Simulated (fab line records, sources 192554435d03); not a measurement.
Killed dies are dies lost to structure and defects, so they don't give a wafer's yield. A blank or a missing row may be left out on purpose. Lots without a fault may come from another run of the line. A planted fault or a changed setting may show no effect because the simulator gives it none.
fab line records | flow n5_finfet | part 2 of 2: steps 24 to 33 of 33
record lots=5 wafers=15 last_day=16
route steps=1938 shown BEOL_M5@1159
lots that met no fault: from a run of the same line without faults
start_h: hours from the record's first day to the start of the lot's first wafer shown | wait_h: hours since the lot's step before | " the same as in the row above | L1.1+2: a row that stands for several wafers | - no value, or no start given | * or withheld: withheld | < > ~ a bound
route shown NAME@n: a module of which the file shows steps, and the number in the route of the first | usual: mean/standard deviation of fault-free wafers | same: alike in all rows | chamber/n: place in a boat | sites: the reading at each site | _std_site: their standard deviation | _edge_site: outer sites' mean less inner sites' | radius_mm: how far each site lies from the wafer's centre | mask NAME#n: copy n | behind: the tool/chamber that last shaped the wafer | hold: why the lot was held/for how many hours/how that ended | device: the transistor (n, p or np) that didn't switch | end of line: the same wafers' tests at the end of the route | a step without rows: its recipe alone | killed: dies lost to structure and defects at the first sort, not the wafer's yield | map: a wafer's dies, x killed, . not, _ none there
set.NAME: the setting as run; set.NAME@STEP: as run at that earlier step | model.NAME: the simulator's own value behind a step, which no gauge read
lots at some steps of the route; a table a step, a row a wafer
services: from which hour (start_h, from the record's first day; less than 0 if before it) a tool's chamber was out of use, for how many hours, and why
## steps
# step N5_BEOL_M5_ANNEAL_89
# recipe temp_c=400 time_s=1800 ambient=vacuum
# usual heater_power_w=820/79
# columns lot.wafer tool chamber start_h wait_h heater_power_w
L076.1 pvd_sputter-03 - 176.52 0.0 809
L076.4 " - " " 913
L076.6 " - " " 813
L078.2 pvd_sputter-02 - 211.07 0.0 869
L078.5 " - " " 902
L078.6 " - " " 864
L079.1 pvd_sputter-03 - 220.63 0.0 904
L079.3 " - " " 786
L079.4 " - " " 843
L084.1 pvd_sputter-01 - 256.73 0.0 836
L084.5 " - " " 854
L084.6 " - " " 646
L087.1 pvd_sputter-03 - 281.02 0.0 831
L087.3 " - " " 884
L087.6 " - " " 860
# step N5_BEOL_M5_SPUTTER_90
# recipe material=Cu target_thk_a=45 temp_c=-20 chamber_pressure_pa=0.07 power_w=withheld time_s=8.29
# usual throttle_valve_pct=30.4/1.2
# columns lot.wafer tool chamber start_h wait_h throttle_valve_pct
L076.1 pvd_sputter-03 - 177.53 0.5 29.6
L076.4 " - " " 28.9
L076.6 " - " " 29.6
L078.2 pvd_sputter-02 - 212.07 0.5 31.1
L078.5 " - " " 31.6
L078.6 " - " " 31.5
L079.1 pvd_sputter-03 - 221.64 0.5 28.8
L079.3 " - " " 32.5
L079.4 " - " " 30.0
L084.1 pvd_sputter-01 - 257.73 0.5 28.2
L084.5 " - " " 30.5
L084.6 " - " " 30.3
L087.1 pvd_sputter-03 - 282.03 0.5 29.9
L087.3 " - " " 28.9
L087.6 " - " " 29.9
# step N5_BEOL_M5_ECD_50
# recipe material=Cu target_thk_a=3000
# columns lot.wafer tool chamber start_h wait_h
L076.1+4+6 ecd_cu-02 0,1,0 177.64 0.1
L078.2+5+6 ecd_cu-01 0,1,0 212.19 0.1
L079.1+3+4 ecd_cu-01 1,0,1 221.76 0.1
L084.1+5+6 ecd_cu-01 1,0,1 257.85 0.1
L087.1+3+6 ecd_cu-01 0,1,1 282.14 0.1
# step N5_BEOL_M5_ANNEAL_51
# recipe temp_c=225 time_s=90 ambient=N2
# usual wafer_temp_C_max=226.4/0.39
# columns lot.wafer tool chamber start_h wait_h wafer_temp_C_max
L076.1 rtp_anneal-02 0 177.76 0.1 226.6
L076.4 " 0 " " 226.7
L076.6 " 0 " " 226.8
L078.2 rtp_anneal-02 0 212.32 0.1 226.7
L078.5 " 0 " " 226.4
L078.6 " 0 " " 227.0
L079.1 rtp_anneal-02 0 221.96 0.2 227.2
L079.3 " 0 " " 227.5
L079.4 " 0 " " 226.6
L084.1 rtp_anneal-01 0 258.22 0.4 225.8
L084.5 " 0 " " 226.3
L084.6 " 0 " " 225.9
L087.1 rtp_anneal-02 0 282.42 0.3 226.5
L087.3 " 0 " " 226.3
L087.6 " 0 " " 226.8
# step N5_BEOL_M5_CMP_52
# recipe stop_on=SiCOH_lowk t_overpolish_s=6.9 down_force_psi=1 platen_rpm=50 clearing_platen_down_force_psi=1.5 clearing_platen_rpm=50 post_cmp_clean=cu_alkaline target_thk_nm=62 clearing_platen_pad_velocity_m_s=0.99484 pad_velocity_m_s=0.99484
# usual barrier_field_endpoint_s=24.8/0.6 motor_current_A=6.1/0.57 overpolish_run_s=6.900/0.0096 pad_life_wafers=1176/700 slurry_filter_dp_kPa=13.50/0.14 time_to_endpoint_s=62/3.4
# columns lot.wafer tool chamber start_h wait_h barrier_field_endpoint_s motor_current_A overpolish_run_s pad_life_wafers slurry_filter_dp_kPa time_to_endpoint_s
L076.1 cmp-01 0 178.10 0.3 24.8 6.2 6.877 451 13.50 60
L076.4 " 1 " " 25.3 6.8 6.903 452 13.55 66
L076.6 " 3 " " 24.9 5.2 6.883 - 13.40 61
L078.2 cmp-01 2 212.57 0.2 24.2 6.2 6.888 756 13.65 59
L078.6 " 2 " " 25.1 6.3 6.891 - 13.48 61
L078.5 " 3 " " 24.8 5.4 6.898 - 13.30 60
L079.3 cmp-04 2 222.27 0.2 25.1 5.7 6.895 1596 13.50 66
L079.1 " 3 " " 23.9 5.7 6.897 1597 13.48 64
L079.4 " 0 " " 24.5 6.4 6.923 1598 13.42 63
L084.1 cmp-03 1 258.60 0.3 25.0 5.7 6.906 1700 13.65 64
L084.5 " 3 " " 25.2 6.9 6.895 - 13.48 64
L084.6 " 0 " " 25.7 5.7 6.891 - 13.57 68
L087.3 cmp-04 1 282.75 0.2 24.3 6.1 6.915 2041 13.44 58
L087.1 " 2 " " 25.1 5.6 6.910 2042 13.44 66
L087.6 " 0 " " 25.0 6.4 6.897 - 13.59 63
# step N5_BEOL_M5_THK_MEAS_53
# recipe thk_meas_gauge=xrf reads=Cu_of_BEOL_M5_ECD_50
# usual M5_THK=63.0/1.7
# columns lot.wafer tool chamber start_h wait_h M5_THK[nm]
L076.1 film_metro-02 - 178.36 - 61.6
L076.4 " - " " 62.6
L076.6 " - " " 64.5
L078.2 film_metro-01 - 212.87 - 62.5
L078.5 " - " " 63.4
L078.6 " - " " 63.2
L079.1 film_metro-02 - 222.56 - 66.6
L079.3 " - " " 63.8
L079.4 " - " " 64.5
L084.1 film_metro-02 - 258.81 - 64.2
L084.5 " - " " 65.7
L084.6 " - " " 65.0
L087.1 film_metro-02 - 283.01 - 60.4
L087.3 " - " " 62.3
L087.6 " - " " 62.6
# step N5_BEOL_M5_PRE_CLEAN_77
# recipe gas=NH3/H2 time_s=15 temp_c=* rf_power_w=300
# usual heater_power_w=87/15
# columns lot.wafer tool chamber start_h wait_h heater_power_w
L076.1 cvd_co-02 1 178.43 0.1 72
L076.4 " 2 " " 87
L076.6 " 0 " " 91
L078.2 cvd_co-02 2 212.90 0.0 88
L078.5 " 1 " " 73
L078.6 " 0 " " 95
L079.1 cvd_co-02 1 222.60 0.0 74
L079.3 " 2 " " 87
L079.4 " 1 " " 70
L084.1 cvd_co-02 2 258.85 0.0 89
L084.5 " 2 " " 93
L084.6 " 1 " " 71
L087.1 cvd_co-01 1 283.05 0.0 74
L087.3 " 2 " " 79
L087.6 " 0 " " 119
# step N5_BEOL_M5_CO_CAP_78
# recipe material=Co target_thk_a=20 temp_c=200 precursor=CCTBA/H2 pressure_torr=30 time_s=102.1
# usual heater_power_w=240/19
# columns lot.wafer tool chamber start_h wait_h heater_power_w
L076.1 cvd_co-02 1 178.47 0.0 221
L076.4 " 2 " " 237
L076.6 " 0 " " 245
L078.2 cvd_co-02 2 212.94 0.0 241
L078.5 " 1 " " 222
L078.6 " 0 " " 243
L079.1 cvd_co-02 1 222.64 0.0 225
L079.3 " 2 " " 244
L079.4 " 1 " " 217
L084.1 cvd_co-02 2 258.89 0.0 242
L084.5 " 2 " " 242
L084.6 " 1 " " 219
L087.1 cvd_co-01 1 283.09 0.0 228
L087.3 " 2 " " 218
L087.6 " 0 " " 284
# step N5_BEOL_M5_PRE_CLEAN_55
# recipe gas=NH3 time_s=15 temp_c=withheld rf_power_w=300
# columns lot.wafer tool chamber start_h wait_h
L076.1+4+6 pecvd-01 0,0,2 178.56 0.1
L078.2+5+6 pecvd-02 0,1,0 213.03 0.1
L079.1+3+4 pecvd-02 1,0,1 222.73 0.1
L084.1+5+6 pecvd-01 2,2,1 258.98 0.1
L087.1+3+6 pecvd-01 1,2,1 283.18 0.1
# step N5_BEOL_M5_DEP_56
# recipe material=SiCN target_thk_a=80 temp_c=withheld precursor=3MS/NH3 pressure_torr=3 rf_w=202 time_s=14
# usual showerhead_plenum_p_Torr=3.660/0.0097 throttle_valve_pct=9.1/0.49
# columns lot.wafer tool chamber start_h wait_h showerhead_plenum_p_Torr throttle_valve_pct
L076.1 pecvd-01 0 178.59 0.0 3.645 8.7
L076.4 " 0 " " 3.647 8.6
L076.6 " 2 " " 3.669 9.1
L078.2 pecvd-02 0 213.07 0.0 3.666 8.6
L078.5 " 1 " " 3.659 9.2
L078.6 " 0 " " 3.671 9.1
L079.1 pecvd-02 1 222.77 0.0 3.658 9.5
L079.3 " 0 " " 3.674 8.7
L079.4 " 1 " " 3.657 9.3
L084.1 pecvd-01 2 259.01 0.0 3.661 9.1
L084.5 " 2 " " 3.662 9.1
L084.6 " 1 " " 3.665 9.3
L087.1 pecvd-01 1 283.20 0.0 3.662 9.3
L087.3 " 2 " " 3.655 9.1
L087.6 " 1 " " 3.660 9.4
## services
# columns tool chamber start_h hours kind
uv_cure-02 - 148.38 7.5 pm
rie_diel-03 3 152.15 13.5 repair
rie_diel-03 - 157.17 10.0 pm
ald_metal-04 - 162.53 1.4 repair
cmp-04 - 163.51 2.6 repair
pecvd-01 - 168.97 1.6 repair
rie_diel-05 3 175.74 3.6 repair
cmp-04 - 179.49 2.6 pm
uv_cure-02 - 184.76 3.4 pm
cvd_co-02 - 185.61 0.4 repair
cmp-01 - 191.57 0.8 repair
uv_cure-03 - 191.65 4.4 repair
cmp-04 - 194.34 2.0 repair
cvd_co-02 2 198.84 5.5 repair
cmp-04 - 199.97 3.2 repair
rie_diel-03 0 209.33 4.7 repair
uv_cure-02 - 216.12 0.3 repair
wet_bench-01 - 227.93 1.0 repair
rie_diel-06 0 235.18 4.9 repair
ald_metal-04 0 236.31 25.0 repair
ecd_cu-01 - 258.41 6.4 repair
rie_diel-03 0 268.47 1.5 repair
rie_diel-05 0 280.12 21.8 repair
wet_bench-04 - 282.07 0.5 repair
